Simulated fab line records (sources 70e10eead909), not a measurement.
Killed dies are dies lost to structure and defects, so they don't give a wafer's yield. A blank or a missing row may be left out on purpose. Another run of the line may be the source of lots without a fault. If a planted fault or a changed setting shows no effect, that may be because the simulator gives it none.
A lot that was struck, set against a sound lot / flow nand_harc / 21 out of 1302 route steps
Sound: the wafers L286.3, L286.5, L286.6. The struck wafers were L272.2, L272.3, L272.5. Last of all comes the cause.
For every step that has rows: the tool of each side, followed by ch and its chambers, followed by its first start. Under that, the readings that differ: sound wafers / struck wafers / difference of the means / sigmas: that difference in standard deviations of wafers without a fault.
alike: a reading whose means differ by less than 2 such deviations, as well as words and numbers matching on both sides. not compared: withheld readings; readings where some wafer has no value; bounds like >300 that might hide an equal value; numbers whose values overlap and for which the record gives no deviation.
A row with sigmas, a row that says differs or no value, or rows on one side alone: a step with any of these is where the two part. When numbers do not overlap yet have no deviation, they are printed without sigmas and do not part them. A reading that every wafer of one side lacks parts them only if that side has two wafers or more.

first, 1 step without rows for these wafers: NHARC_A_SLIT_DEVELOP_08 (develop time 35 s).
NHARC_A_SLIT_CD_MEAS_09 targets a cd of 300 nm.
  sound on cd_sem-01 ch 0, day 27 05:08; struck on cd_sem-03 ch 0, day 22 01:28
reading=cd_nm (nm); sound=300.4 300.3 300.6; struck=299.2 299.1 299.5; difference=-1.2; sigmas=-3
NHARC_A_SLIT_OVL_MEAS_10:
  sound on overlay-02, day 27 05:13; struck on overlay-01, day 22 01:34
  alike: overlay_x_nm, overlay_y_nm
NHARC_A_SLIT_INSPECT_11:
  sound on defect_inspect-02, day 27 05:16; struck on defect_inspect-01, day 22 01:35
  alike: raw_defect_count
then, 1 step without rows for these wafers: NHARC_A_SLIT_DESCUM_14 (chemistry O2, time 3 s).
NHARC_A_SLIT_ETCH_24: etches the open film in CF4/CHF3, target depth 121 nm, time 60.5 s.
  sound on rie_diel-06 ch 1,2, day 27 05:26; struck on rie_diel-08 ch 0,1, day 22 01:44
  alike: chamber_pressure_mTorr, drypump_motor_current_A, oes_product_au, rf_vpp_V, showerhead_plenum_p_Torr, throttle_valve_pct
  not compared: rf_hours_counter_h
then, 1 step without rows for these wafers: NHARC_A_SLIT_ETCH_15 (etches the open film in O2/COS, target depth 6200 nm, time 1612 s).
NHARC_A_SLIT_ETCH_17: etches the open film in C4F8/O2/Ar, time 4254.5 s, target depth 20300 nm.
  sound on har_etch-02 ch 0,1, day 27 08:07; struck on har_etch-01 ch 0,1, day 22 06:47
  alike: chamber_pressure_mTorr, drypump_motor_current_A, showerhead_plenum_p_Torr, throttle_valve_pct
  not compared: rf_hours_counter_h
NHARC_A_SLIT_ETCH_26: etches the open film in C4F8/O2/Ar, time 90 s, target depth 400 nm.
  sound on har_etch-02 ch 0,1, day 27 10:36; struck on har_etch-01 ch 0,1, day 22 09:51
  alike: bias_v, chamber_pressure_mTorr, drypump_motor_current_A, showerhead_plenum_p_Torr, throttle_valve_pct
  not compared: rf_hours_counter_h
then, 1 step without rows for these wafers: NHARC_A_SLIT_STRIP_28 (strips in O2/COS).
NHARC_A_SLIT_ETCH_29: etches the open film in CF4/O2, target depth 100 nm, overetch 10 nm, time 55 s.
  sound on rie_diel-08 ch 1,2, day 27 11:26; struck on rie_diel-04 ch 2,3, day 22 10:43
reading=showerhead_plenum_p_Torr (Torr); sound=1.27 1.29 1.27; struck=1.37 1.39 1.37; difference=+0.10; sigmas=+2
  alike: chamber_pressure_mTorr, drypump_motor_current_A, oes_product_au, rf_vpp_V, throttle_valve_pct
  not compared: rf_hours_counter_h
then, 1 step without rows for these wafers: NHARC_A_SLIT_STRIP_18 (strips in O2).
NHARC_A_SLIT_PRECLEAN_19: cleans in SC1.
  sound on wet_bench-04 ch 0,1,7, day 27 11:49; struck on wet_bench-06 ch 0,1,7, day 22 11:06
after that, 1 step had no rows for these wafers: NHARC_A_SLIT_SRD_20.
NHARC_A_SLIT_CD_MEAS_21:
  sound on cd_sem-03, day 27 11:58; struck on cd_sem-02, day 22 11:14
  alike: cd_nm
then, 3 steps without rows for these wafers: NHARC_A_SIN_REMOVE_WET_00 (chemistry H3PO4, time 15300 s); NHARC_A_SIN_REMOVE_PRECLEAN_01 (cleans in SC1); NHARC_A_SIN_REMOVE_SRD_02.
NHARC_A_SIN_REMOVE_INSPECT_04:
  sound on defect_inspect-02, day 27 18:04; struck on defect_inspect-01, day 22 17:56
reading=raw_defect_count; sound=268 308 262; struck=1730 2006 1788; difference=+1562; sigmas=+19
NHARC_A_WL_FILL_ALD_00: deposits Al2O3, target thk 3 nm, pulse time 3 s, ald cycles 30.
  sound on ald_hk-04 ch 0,1,2, day 27 18:11; struck on ald_hk-02 ch 1,2,3, day 22 18:01
  alike: heater_power_w, precursor_pulse_height_rel
-- break in the record here, with 4 days between the starts of the struck wafers on either side (left off in module A_WL_FILL, picked up again in module END, where the first step shown is number 1302 on the route) --
NHARC_END_SORT_01:
  at this point the record logs the struck wafers (prober-01 ch 0, day 26 21:05) and has no rows for the sound ones

WHERE THEY PART
Last at NHARC_END_SORT_01 as far as this record goes, first at NHARC_A_SLIT_CD_MEAS_09.

WHY: what the simulator had put in
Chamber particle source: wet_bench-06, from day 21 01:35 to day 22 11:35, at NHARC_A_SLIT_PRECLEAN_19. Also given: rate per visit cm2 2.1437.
